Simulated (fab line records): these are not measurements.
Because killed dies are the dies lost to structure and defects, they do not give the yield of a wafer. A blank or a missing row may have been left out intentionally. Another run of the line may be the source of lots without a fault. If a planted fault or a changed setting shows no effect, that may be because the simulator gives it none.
fab line records	flow n5-finfet
[record] lots = 3	wafers = 9	last-day = 17
route steps=1938 shown HKMG_FIN@433 GATE_CUT@465 BEOL_M4@1111 PASSIVATION@1936
lots that met no fault: from a run of the same line without faults
start-h: the number of hours between the record's first day and the start of the first shown wafer of the lot	wait-h: hours elapsed since this lot's preceding step	" same as the row above	L1.1+2: several wafers, shown together as one row	- no value, or no start given	* or withheld: withheld	< > ~ a bound
route shown NAME@n: NAME is a module with steps in the file, n the number in the route of the first one	usual: average and standard deviation across the fault-free wafers	same: alike in all rows	chamber/n: place in a boat	sites: the reading at each site	_std_site: their standard deviation	_edge_site: the outer-site mean with the inner-site mean subtracted	radius-mm: how far each site lies from the wafer's centre	mask NAME#n: copy n	behind: tool/chamber where the wafer was last shaped	hold: why the lot was held/for how many hours/how that ended	device: names the non-switching transistor (n, p or np)	end of line: tests of these same wafers at the route's end	step lacking rows: just its recipe	killed: not the wafer's yield, but the dies lost to structure and defects at the first sort	map: dies across one wafer; x = killed, . = not, _ = none there
set.NAME: the setting the step ran with; set.NAME@STEP: the setting that earlier step ran with	model.NAME: the simulator's own value behind a step, which no gauge read
lots seen at some steps along the route; tables by step, rows by wafer
services: the hour from which a tool's chamber was out of use, counted from the record's first day as start-h (under 0 if before that day), plus the number of hours and why
[[steps]]
[step N5_HKMG_FIN_DESCUM_17]
[recipe] chemistry = O2	time-s = 7.9	source-power-w = 50	bias-power-w = 20	pressure-mtorr = 20	rf-frequency-hz = 2.712e+07	temp-c = 40	resist = CAR-ArF	o2-flow-sccm = 225
[step N5_HKMG_FIN_ETCH_31]
[recipe] chemistry = CF4	target = SiARC	target-depth-a = 455	mask-material = CAR-ArF	time-s = 75.8	ion-energy-ev = 80	pressure-mtorr = 40	source-w = 545	bias-w = 36	Ar_flow_sccm = 100	cf4-flow-sccm = 100	ends = cleared
[step N5_HKMG_FIN_ETCH_32]
[recipe] chemistry = N2/H2	target = SOC	target-depth-a = 2400	temp-c = 40	time-s = 300	ion-energy-ev = 200	mask-material = SiARC	pressure-mtorr = 30	source-w = 840	bias-w = 150	n2-flow-sccm = 200	h2-flow-sccm = 200
[step N5_HKMG_FIN_STRIP_33]
[recipe] chemistry = N2/H2	temp-c = 40	n2-flow-sccm = 200	h2-flow-sccm = 200	rf-frequency-hz = 6e+07
[step N5_HKMG_FIN_STRIP_34]
[recipe] chemistry = CF4	resist = SiARC	power-w = 300	bias-power-w = 75	pressure-mtorr = 50	cf4-flow-sccm = 150	rf-frequency-hz = 6e+07
[step N5_HKMG_FIN_ETCH_35]
[recipe] chemistry = N2/H2	target = SOC	target-depth-a = 2158	ion-energy-ev = 65	bias-w = 5	source-w = 3000	time-s = 243.4	pressure-mtorr = 30	n2-flow-sccm = 200	h2-flow-sccm = 200
[step N5_HKMG_FIN_STRIP_92]
[recipe] chemistry = N2/H2	material = SOC	time-s = 20	power-w = 500	temp-c = 40	pressure-mtorr = 50	rf-frequency-hz = 6e+07	bias-power-w = 8	h2-frac = 0.5	n2-flow-sccm = 300	h2-flow-sccm = 300
[step N5_HKMG_FIN_WET_ETCH_18]
[recipe] chemistry = SC1	target = TiN	mix = 1:1:5	temp-c = *	time-s = 55	target-depth-nm = 5.2	dry = ipa-marangoni	rinse-time-s = 30	rinse-temp-c = 23
[step N5_HKMG_FIN_STRIP_19]
[recipe] chemistry = N2/H2	power-w = 2500	temp-c = 300	h2-frac = 0.65	time-s = 360	pressure-mtorr = withheld	n2-flow-sccm = 1750	h2-flow-sccm = 3250
[step N5_HKMG_FIN_ALD_91]
[recipe] material = TiN	target-thk-a = 10	temp-c = 400	ald-precursor-family = TiCl4	ald-co-reactant = NH3	pulse-time-s = 1	purge-time-s = 3	co-reactant-purge-time-s = 2	co-reactant-pulse-time-s = 2	ald-cycles = 47	pressure-torr = 3
[usual] ald-cycles = 47/0	heater-power-outer-w = 517/54	heater-power-w = 858/82	precursor-pulse-height-rel = 0.999/0.02
[same] co-reactant-purge-time-s = 2
lot.wafer	tool	chamber	start-h	wait-h	ald-cycles	heater-power-outer-w	heater-power-w	precursor-pulse-height-rel	model.TiN_of_HKMG_FIN_ALD_91.thk-nm
L169.2	ald-metal-01	2	113.65	0.3	47	489	815	1.043	1
L169.3	"	1	"	"	47	537	852	0.985	1
L169.4	"	3	"	"	47	398	707	1.004	1
L178.3	ald-metal-01	0	168.97	0.1	47	537	871	1.028	1
L178.5	"	0	"	"	47	543	882	1.042	1
L178.6	"	1	"	"	16	523	859	0.976	0.4
L185.3	ald-metal-03	0	208.26	0.1	47	500	826	1.024	1
L185.4	"	3	"	"	47	485	809	1.007	1
L185.6	"	1	"	"	47	470	766	1.000	1
[step N5_HKMG_FIN_COAT_85]
[recipe] resist = SOC	temp-c = 250	time-s = 60	spin-rpm = 1500	resist-thk-nm = 300
[step N5_HKMG_FIN_ETCH_86]
[recipe] chemistry = N2/H2	target = SOC	target-depth-a = 3932	stop-on = TiN	ion-energy-ev = 100	bias-w = 61	pressure-mtorr = 30	source-w = 850	n2-flow-sccm = 200	h2-flow-sccm = 200
[step N5_HKMG_FIN_STRIP_89]
[recipe] chemistry = N2/H2	material = SOC	time-s = 20	power-w = 500	temp-c = 40	pressure-mtorr = 50	rf-frequency-hz = 6e+07	bias-power-w = 8	h2-frac = 0.5	n2-flow-sccm = 300	h2-flow-sccm = 300
[step N5_HKMG_FIN_WET_ETCH_87]
[recipe] chemistry = SC1	target = TiN	mix = 1:2:40	temp-c = 50	time-s = 154.2	target-depth-nm = 4.7	dry = ipa-marangoni	rinse-time-s = 30	rinse-temp-c = 23
[step N5_HKMG_FIN_STRIP_88]
[recipe] chemistry = N2/H2	power-w = 2500	temp-c = 300	h2-frac = 0.65	time-s = 360	pressure-mtorr = withheld	n2-flow-sccm = 1750	h2-flow-sccm = 3250
[step N5_HKMG_FIN_NWFM_ALD_20]
[recipe] material = TiAlC	target-thk-a = 20	temp-c = 300	ald-precursor-family = TiCl4	ald-co-reactant = TEA	pulse-time-s = 3	purge-time-s = 2	co-reactant-purge-time-s = 2	co-reactant-pulse-time-s = 10	ald-cycles = 7	pressure-torr = 3
[step N5_HKMG_FIN_ALD_71]
[recipe] material = TiN	target-thk-a = 10	temp-c = 400	ald-precursor-family = TiCl4	ald-co-reactant = NH3	pulse-time-s = 1	purge-time-s = 3	co-reactant-purge-time-s = 2	co-reactant-pulse-time-s = 2	ald-cycles = 47	pressure-torr = 3
[step N5_HKMG_FIN_COAT_66]
[recipe] resist = SOC	temp-c = 250	time-s = 60	spin-rpm = 1500	resist-thk-nm = 300
[step N5_HKMG_FIN_ETCH_67]
[recipe] chemistry = N2/H2	target = SOC	target-depth-a = 3889	stop-on = TiN	ion-energy-ev = 100	bias-w = 61	pressure-mtorr = 30	source-w = 850	n2-flow-sccm = 200	h2-flow-sccm = 200
[step N5_HKMG_FIN_STRIP_90]
[recipe] chemistry = N2/H2	material = SOC	time-s = 20	power-w = 500	temp-c = 40	pressure-mtorr = 50	rf-frequency-hz = 6e+07	bias-power-w = 8	h2-frac = 0.5	n2-flow-sccm = 300	h2-flow-sccm = 300
[step N5_HKMG_FIN_WET_ETCH_73]
[recipe] chemistry = SC1	mix = 1:2:40	temp-c = 50	time-s = 42.3	target-depth-nm = 1.3	dry = ipa-marangoni	rinse-time-s = 30	rinse-temp-c = 23
[step N5_HKMG_FIN_ETCHBACK_68]
[recipe] chemistry = Cl2/Ar	stop-on = HfO2	target-depth-a = 5	pressure-mtorr = 10	icp-w = 600	bias-w = 60	Cl2_flow_sccm = 40	Ar_flow_sccm = 60
[step N5_HKMG_FIN_STRIP_69]
[recipe] chemistry = N2/H2	power-w = 2500	temp-c = 300	h2-frac = 0.65	time-s = 360	pressure-mtorr = withheld	n2-flow-sccm = 1750	h2-flow-sccm = 3250
[step N5_HKMG_FIN_ALD_21]
[recipe] material = TiN	target-thk-a = 15	temp-c = 400	ald-precursor-family = TiCl4	ald-co-reactant = NH3	pulse-time-s = 1	purge-time-s = 3	co-reactant-purge-time-s = 2	co-reactant-pulse-time-s = 2	ald-cycles = 68	pressure-torr = 3
[step N5_HKMG_FIN_ALD_72]
[recipe] material = W	target-thk-a = 20	temp-c = 300	pressure-torr = 7.5	ald-precursor-family = WF6	ald-co-reactant = B2H6	pulse-time-s = 1	purge-time-s = 2	co-reactant-purge-time-s = 2	co-reactant-pulse-time-s = 3	ald-cycles = 7
[step N5_HKMG_FIN_W_FILL_22]
[recipe] material = W	target-thk-a = 600	temp-c = 400	pressure-torr = 39.4	time-s = 18.2
[step N5_HKMG_FIN_PRECLEAN_83]
[recipe] chemistry = DIW	time-s = 57.5	temp-c = 23
[step N5_HKMG_FIN_SRD_84]
[recipe] dry-time-s = 32	dry = n2-spin	spin-rpm = 1500
[step N5_HKMG_FIN_CMP_23]
[recipe] stop-on = SiNx	t-overpolish-s = 10	post-cmp-clean = rinse-only	down-force-psi = 4	platen-rpm = 50.289	pad-velocity-m-s = 1.0006	target-thk-nm = 46.326
[step N5_HKMG_FIN_CMP_94]
[recipe] stop-on = SiNx	post-cmp-clean = w-dilute-nh4oh	t-overpolish-s = 4.7	down-force-psi = 4	platen-rpm = 50.289	pad-velocity-m-s = 1.0006	target-thk-nm = 43.299
[step N5_GATE_CUT_ETCHBACK_00]
[recipe] chemistry = SF6/Cl2	target = W	pressure-mtorr = 8	icp-w = 900	bias-w = 80	SF6_flow_sccm = 40	Cl2_flow_sccm = 60
[step N5_GATE_CUT_ETCH_56]
[recipe] chemistry = Cl2/Ar	target = TiN	target-depth-a = 216	pressure-mtorr = 10	icp-w = 600	bias-w = 60	Cl2_flow_sccm = 40	Ar_flow_sccm = 60
[step N5_GATE_CUT_ETCHBACK_30]
[recipe] chemistry = Cl2/Ar	target = TiN	target-depth-a = 30	mode = isotropic	pressure-mtorr = 10	icp-w = 600	bias-w = 60	Cl2_flow_sccm = 40	Ar_flow_sccm = 60
[step N5_GATE_CUT_VAPOR_ETCH_60]
[recipe] chemistry = BCl3/Cl2	target = HfO2	mode = isotropic
[step N5_GATE_CUT_ETCH_58]
[recipe] chemistry = CH3F/O2	target = SiNx	target-depth-a = 170	time-s = 128.6	ion-energy-ev = 50	pressure-mtorr = 30	source-w = 415	bias-w = 21	Ar_flow_sccm = 150	CH3F_flow_sccm = 30	O2_flow_sccm = 20
[step N5_GATE_CUT_STRIP_59]
[recipe] chemistry = N2/H2	time-s = 20	power-w = 100	temp-c = 40	pressure-mtorr = 100	rf-frequency-hz = 6e+07	bias-power-w = 3	n2-flow-sccm = 300	h2-flow-sccm = 300
[step N5_GATE_CUT_PRECLEAN_31]
[recipe] temp-c = 23	chemistry = DIW	time-s = 300
[step N5_BEOL_M4_RC_MEAS_101]
[usual] DIBL_N = 36.2/1.4	DIBL_P = 36.1/1.5	IGATE_N = 0.0123/0.0015	IOFF_N = 0.153/0.02	IOFF_N_85C = 3.0/0.32	IOFF_N_LIN = 0.071/0.0071	IOFF_N_LONG = 5.55e-05/2.4e-06	IOFF_P = 0.215/0.03	IOFF_P_85C = 3.7/0.41	IOFF_P_LIN = 0.102/0.012	IOFF_P_LONG = 0.000109/9.5e-06	ION_N = 672/8.6	ION_P = 463/6.8	SS_N = 71.5/0.47	SS_P = 73.3/0.57	VT_N = 250.6/2.4	VT_N_LONG = 275.2/2	VT_N_LVT = 99.6/2.5	VT_P = -249/3.2	VT_P_LONG = -274/3.1	VT_P_LVT = -98.2/2.8
lot.wafer	tool	chamber	start-h	wait-h	DIBL_N[mV/V]	DIBL_P[mV/V]	IGATE_N[nA/um]	IOFF_N[nA/um]	IOFF_N_85C[nA/um]	IOFF_N_LIN[nA/um]	IOFF_N_LONG[nA/um]	IOFF_P[nA/um]	IOFF_P_85C[nA/um]	IOFF_P_LIN[nA/um]	IOFF_P_LONG[nA/um]	ION_N[uA/um]	ION_P[uA/um]	SS_N[mV/dec]	SS_P[mV/dec]	VT_N[mV]	VT_N_LONG[mV]	VT_N_LVT[mV]	VT_P[mV]	VT_P_LONG[mV]	VT_P_LVT[mV]
L169.2	prober-01	0	221.48	0.2	34.3	34.7	0.0128	0.138	2.7	0.063	5.62e-05	0.226	3.9	0.113	0.000131	668	469	71.3	72.8	252.9	273.7	101.1	-244	-268	-94.0
L169.3	"	0	"	"	36.4	38.1	0.0130	0.179	3.3	0.078	5.62e-05	0.274	4.6	0.128	0.000132	684	477	71.9	74.1	247.6	274.9	97.8	-244	-269	-92.6
L169.4	"	0	"	"	37.2	38.4	0.0114	0.186	3.5	0.081	5.67e-05	0.291	4.8	0.135	0.000135	683	476	72.1	73.5	247.1	275.2	97.3	-243	-271	-90.8
L178.3	prober-02	0	269.00	0.3	36.9	36.9	0.0106	0.165	3.2	0.076	5.41e-05	0.219	3.7	0.101	9.9e-05	683	464	71.6	73.2	247.3	274.6	96.9	-252	-277	-99.2
L178.5	"	0	"	"	36.6	36.1	0.0114	0.158	3.2	0.072	5.39e-05	0.208	3.6	0.097	9.6e-05	666	461	72.0	73.0	249.0	276.6	97.9	-251	-276	-100.7
L178.6	"	0	"	"	35.6	35.5	0.0271	3.136	38.9	1.511	0.0009858	0.076	1.5	0.036	5.8e-05	844	418	71.6	73.2	163.1	187.8	12.0	-279	-302	-127.3
L185.3	prober-02	0	296.38	0.3	34.8	34.6	0.0100	0.134	2.7	0.065	5.45e-05	0.198	3.4	0.094	0.00011	654	459	71.3	73.3	251.4	276.2	100.5	-253	-274	-99.0
L185.4	"	0	"	"	34.8	34.2	0.0139	0.133	2.7	0.066	5.57e-05	0.192	3.3	0.095	0.00011	668	460	70.8	73.5	252.2	274.9	100.0	-250	-273	-100.4
L185.6	"	0	"	"	34.9	34.3	0.0120	0.140	2.8	0.068	5.68e-05	0.189	3.3	0.092	0.00011	670	464	71.2	73.7	251.2	274.1	99.3	-252	-273	-100.8
[step N5_PASSIVATION_PROBE_49]
[usual] defect-limited-yield = 91.3/1.3	killed_at_M0_to_M3 = 35/13	killed_at_M4_up = 13/5.2	killed-at-contacts = 12/6.2	killed-at-front-end = 39/9.6	killed-at-other = 3.1/2.6	killed-dies = 102/16	killed-on-rim = 13/3.8	killed-open = 68/13	killed-short = 33/6.9	sort_bin_4_leakage = 0/0	sort_bin_5_function = 5.1/0.87	sort_bin_6_memory = 3.3/0.67	sort-n-pass = 1078/16	sort-yield-pct = 91.3/1.3
[same] gross-dies = 1180	killed-at-back-side = 0	sort_bin_8_speed[%] = 0
lot.wafer	tool	chamber	start-h	wait-h	defect-limited-yield[%]	killed_at_M0_to_M3	killed_at_M4_up	killed-at-contacts	killed-at-front-end	killed-at-other	killed-dies	killed-on-rim	killed-open	killed-short	sort_bin_4_leakage[%]	sort_bin_5_function[%]	sort_bin_6_memory[%]	sort-n-pass	sort-yield-pct[%]
L169.2	prober-02	-	327.66	0.1	91.5	34	13	7	44	2	100	11	70	27	0	5.1	3.1	1080	91.5
L169.3	prober-02	-	327.71	0.1	88.9	67	10	7	45	2	131	14	86	43	0	6.6	4.2	1049	88.9
L169.4	prober-02	-	327.76	0.2	90.8	57	11	4	31	5	108	13	72	36	0	5.7	3.1	1072	90.8
L178.3	prober-01	-	373.02	0.1	93.6	19	6	9	42	0	76	12	55	20	0	4.2	1.9	1104	93.6
L178.5	prober-01	-	373.12	0.2	92.6	21	13	16	37	0	87	14	59	24	0	4.3	2.4	1093	92.6
L178.6	prober-01	-	373.17	0.3	84.7	36	10	16	118	1	181	46	75	34	84.66	5.4	3.7	0	0
L185.3	prober-02	-	396.59	0.1	88.3	75	8	5	46	4	138	17	85	52	0	6.5	4.7	1042	88.3
L185.4	prober-02	-	396.64	0.2	91.3	27	15	9	46	6	103	17	68	32	0	5.6	2.9	1077	91.3
L185.6	prober-02	-	396.74	0.3	89.9	47	18	6	46	2	119	13	77	39	0	5.9	4.0	1061	89.9
// killed by level:class
L169.2 STI_FIN_REVEAL:geometric-particle:open=11 BEOL_M0_SAQP:geometric-particle:open=8 DUMMY_GATE:geometric-particle:open=7 BEOL_M0_SAQP:geometric-particle:short=7 BEOL_M1:geometric-particle:open=7 MOL_CONTACT_COAG:geometric-particle:open=6 BEOL_M2:geometric-particle:open=6 STARTING-WAFER:geometric-particle:open=6
L169.3 BEOL_M0_SAQP:geometric-particle:open=17 BEOL_M0_SAQP:geometric-particle:short=12 FIN_SAQP:geometric-particle:open=11 BEOL_M2:geometric-particle:open=9 BEOL_M3:geometric-particle:open=8 DUMMY_GATE:geometric-particle:open=6 GATE_CUT:geometric-particle:short=6 BEOL_M1:geometric-particle:open=6
L169.4 BEOL_M0_SAQP:geometric-particle:open=15 STI_FIN_REVEAL:geometric-particle:open=12 BEOL_M0_SAQP:geometric-particle:short=11 BEOL_M1:geometric-particle:short=10 BEOL_M1:geometric-particle:open=9 BEOL_M2:geometric-particle:open=7 FIN_SAQP:geometric-particle:short=4 FIN_SAQP:geometric-particle:open=4
L178.3 STI_FIN_REVEAL:geometric-particle:open=11 MOL_CONTACT_COAG:geometric-particle:open=8 FIN_SAQP:geometric-particle:open=7 FIN_SAQP:geometric-particle:short=5 DUMMY_GATE:geometric-particle:open=5 BEOL_M2:geometric-particle:open=5 BEOL_M0_SAQP:geometric-particle:open=3 BEOL_M1:geometric-particle:open=3
L178.5 MOL_CONTACT_COAG:geometric-particle:open=13 FIN_SAQP:geometric-particle:open=10 BEOL_M2:geometric-particle:open=7 DUMMY_GATE:geometric-particle:open=5 ILD0:geometric-particle:short=4 BEOL_M0_SAQP:geometric-particle:short=4 BEOL_M0_SAQP:geometric-particle:open=4 BEOL_M3:geometric-particle:open=4
L178.6 HKMG_FIN:area-ald=71 FIN_SAQP:geometric-particle:open=15 MOL_CONTACT_COAG:geometric-particle:open=12 BEOL_M2:geometric-particle:open=11 FIN_SAQP:geometric-particle:short=10 BEOL_M3:geometric-particle:open=10 STI_FIN_REVEAL:geometric-particle:open=5 MOL_CONTACT_COAG:geometric-particle:short=4
L185.3 BEOL_M0_SAQP:geometric-particle:open=27 BEOL_M0_SAQP:geometric-particle:short=27 FIN_SAQP:geometric-particle:open=18 FIN_SAQP:geometric-particle:short=10 BEOL_M3:geometric-particle:open=8 STI_FIN_REVEAL:geometric-particle:open=4 GATE_CUT:geometric-particle:short=4 MOL_CONTACT_COAG:geometric-particle:open=4
L185.4 GATE_CUT:geometric-particle:open=10 STI_FIN_REVEAL:geometric-particle:open=8 BEOL_M2:geometric-particle:open=8 BEOL_M0_SAQP:geometric-particle:open=6 STARTING-WAFER:geometric-particle:open=6 DUMMY_GATE:geometric-particle:open=5 GATE_CUT:geometric-particle:short=5 MOL_CONTACT_COAG:geometric-particle:open=5
L185.6 BEOL_M0_SAQP:geometric-particle:open=17 BEOL_M0_SAQP:geometric-particle:short=12 FIN_SAQP:geometric-particle:open=11 FIN_SAQP:geometric-particle:short=10 BEOL_M3:geometric-particle:open=8 GATE_CUT:geometric-particle:open=6 BEOL_M4:geometric-particle:open=6 STI_FIN_REVEAL:geometric-particle:open=5
// map L178.6 (x killed, . not)
_________________....x.x..x.x________________
______________...x..x......x.xx._____________
___________..xx.......x...x....xxxx__________
__________.......x.x.....x...x.....x_________
________xx........x.xx.......x...x...x_______
_______.x...............x.x....x.....x.______
______.x.....x..x...x..xx.x.....x......x_____
_____..................x.xx..x.....x.x...____
____........xx....x...................xx..___
___.xx.x......x................x..........x__
___xx..x....x..x..........x.............x..__
__x...x....x...........................x.xx._
__xx....x.........x......................x.._
_x..x..............x.........................
_...xx......x........x............x....xx....
_.....x..........x....x..x..........x.......x
_..x..x.x.........x....................xx..x.
_...x......................x.x.......x...x...
_.x..x.............x..x.....x..............xx
_.....x....x......................x...x.....x
_xxx..x.x.x...x...x.........................x
__x....x........................x...xx....x._
__........x...............x......x.........._
___...x.............x.x...................x__
___x....x..........x..........x......x.x..x__
____........x.....x.........x.............___
_____........x.x.x.x.x......x............____
______.............x...............xx.x._____
_______...............x.......x........______
________...xx..................x......_______
__________.x......x......x..x......._________
___________x......x....x.......x...__________
______________........xx.x....x._____________
_________________.......x.x.x________________
// map L169.3 (x killed, . not)
_________________.x..........________________
______________.............x...._____________
___________........................__________
__________.........................._________
________xx..x...........x.......x....._______
_______......x...................xxx...______
______..............x................x.._____
_____.............x..............x.......____
____...............x.xxx.x......x.........___
___...................................x.x..__
___...x................x...x.....x.x...x.x.__
__................x.x......x......xxx......._
__.........x......x.x........x.x...........x_
_........x..........x.....x......x...x....xx.
_..................x.x.xxx...............xx..
_.....................x.x...x........x.......
_.........x.x...x..........x.x.x.............
_................x....x......x...............
_.x.......x.......x................x.........
_.x.x...................x.........x..........
_.......x.....x..x..x...........x......x.....
__............x...x...x..x..x..x..x......x.._
__............xxx....x....x................._
___...x..............x.........x.....x.....__
___.....................x..........x.....x.__
____.......................x.............x___
_____.x.....x....x.x..................x..____
______......x......x...............x...._____
_______....xx.............x............______
________..x.........x.........x..x...._______
__________xxx......x.....x.......x.._________
___________....x.x................x__________
______________.................._____________
_________________.......xx...________________
[[services]]
tool	chamber	start-h	hours	kind
ald-metal-03	-	134.67	1.7	repair
[[key]]
[first-sign] step = N5_HKMG_FIN_ALD_91	reading = ald-cycles	direction = down	sigmas = 99+	usual = *	struck = *
[effect] step = N5_BEOL_M4_RC_MEAS_101	reading = IOFF_N_LONG	direction = up	sigmas = 99+	usual = 5.55e-05	struck = 0.0009858
[effect] step = N5_BEOL_M4_RC_MEAS_101	reading = IOFF_N_LIN	direction = up	sigmas = 99+	usual = 0.071	struck = 1.511
[effect] step = N5_BEOL_M4_RC_MEAS_101	reading = IOFF_N	direction = up	sigmas = 99+	usual = 0.153	struck = 3.136
[effect] step = N5_BEOL_M4_RC_MEAS_101	reading = IOFF_N_85C	direction = up	sigmas = 99+	usual = 3.0	struck = 38.9
[effect] step = N5_BEOL_M4_RC_MEAS_101	reading = VT_N_LONG	direction = down	sigmas = 43	usual = 275.2	struck = 187.8
[effect] step = N5_BEOL_M4_RC_MEAS_101	reading = VT_N	direction = down	sigmas = 37	usual = 250.6	struck = 163.1
[effect] step = N5_BEOL_M4_RC_MEAS_101	reading = VT_N_LVT	direction = down	sigmas = 35	usual = 99.6	struck = 12.0
[effect] step = N5_BEOL_M4_RC_MEAS_101	reading = ION_N	direction = up	sigmas = 20	usual = 672	struck = 844
[effect] step = N5_BEOL_M4_RC_MEAS_101	reading = VT_P_LVT	direction = down	sigmas = 10	usual = -98.2	struck = -127.3
[effect] step = N5_BEOL_M4_RC_MEAS_101	reading = IGATE_N	direction = up	sigmas = 10	usual = 0.0123	struck = 0.0271
[effect] step = N5_BEOL_M4_RC_MEAS_101	reading = VT_P	direction = down	sigmas = 9.5	usual = -249	struck = -279
[effect] step = N5_BEOL_M4_RC_MEAS_101	reading = VT_P_LONG	direction = down	sigmas = 9	usual = -274	struck = -302
[effect] step = N5_PASSIVATION_PROBE_49	reading = sort_bin_4_leakage	direction = up	sigmas = 99+	usual = 0	struck = 84.66
[model-effect] step = N5_HKMG_FIN_ALD_91	value = TiN_of_HKMG_FIN_ALD_91.thk-nm	without = 1	struck = 0.4
[more-kills-born-at] N5_HKMG_FIN_ALD_91@ald-metal-01 = 71
met-at N5_HKMG_FIN_ALD_91
struck-wafers L178.6
onset-between 113.65 168.97
[fault] kind = process-parameter-drift	tool = ald-metal-01	chamber = -	onset-h = 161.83	steps = N5_HKMG_FIN_ALD_91	channel = ald-cycles	offset = *	shape = step	end-h = 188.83	scope = struck-wafers-only	acts-in = *	stated = *
